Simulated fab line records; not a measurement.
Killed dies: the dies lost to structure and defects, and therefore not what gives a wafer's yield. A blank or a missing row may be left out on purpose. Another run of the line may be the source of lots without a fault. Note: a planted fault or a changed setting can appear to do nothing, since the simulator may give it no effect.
Matching of chambers    flow nand harc    NHARC_A_ZERO_WELL_ETCH_19 on rie diel-06 has 4 sister chambers
The step etches the open film in N2/H2, target depth 80 nm, overetch 24 nm, time 87.88 s. 4 wafers are shown with their chamber, then 11 later ones without.

## WAFERS WITH THEIR CHAMBER
wafer   chamber  rf vpp V (V)
L565.2  1        429.4
L567.1  3        433.6
L567.3  0        429.0
L568.1  2        426.9

## WAFERS MISSING THEIR CHAMBER
wafer   rf vpp V (V)
L568.4  430.9
L568.6  427.8
L569.1  432.8
L569.2  427.6
L569.4  427.2
L570.1  431.7
L570.3  428.2
L570.5  429.8
L571.2  428.0
L571.5  426.6
L571.6  431.7

## EACH ONE'S CHAMBER
wafer   from the rows above           in truth
L568.4  can't be placed: 1 or 0 or 3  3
L568.6  can't be placed: 2 or 0 or 1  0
L569.1  3                             3
L569.2  can't be placed: 2 or 0 or 1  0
L569.4  can't be placed: 2 or 0 or 1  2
L570.1  can't be placed: 3 or 1 or 0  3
L570.3  can't be placed: 0 or 1 or 2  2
L570.5  can't be placed: 1 or 0       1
L571.2  can't be placed: 0 or 2 or 1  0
L571.5  can't be placed: 2 or 0       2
L571.6  can't be placed: 3 or 1 or 0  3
1 of 11 placed correctly. Unplaceable from these rows: 10, with the true chamber sitting among the candidates in 10. Wrongly placed: 0.
How it was worked out, from the rows above alone: a wafer's distance from a chamber is the root of the sum, over the readings, of the square of ((its reading less the chamber's mean) divided by the reading's scatter). If the next closest chamber is less than 2 further off than the closest, the wafer can't be placed; otherwise it belongs to the closest. For every chamber, the mean is computed from those of its wafers that are shown. The scatter: root of mean squared gap, hidden wafer to nearest shown wafer, with one shown wafer a chamber.
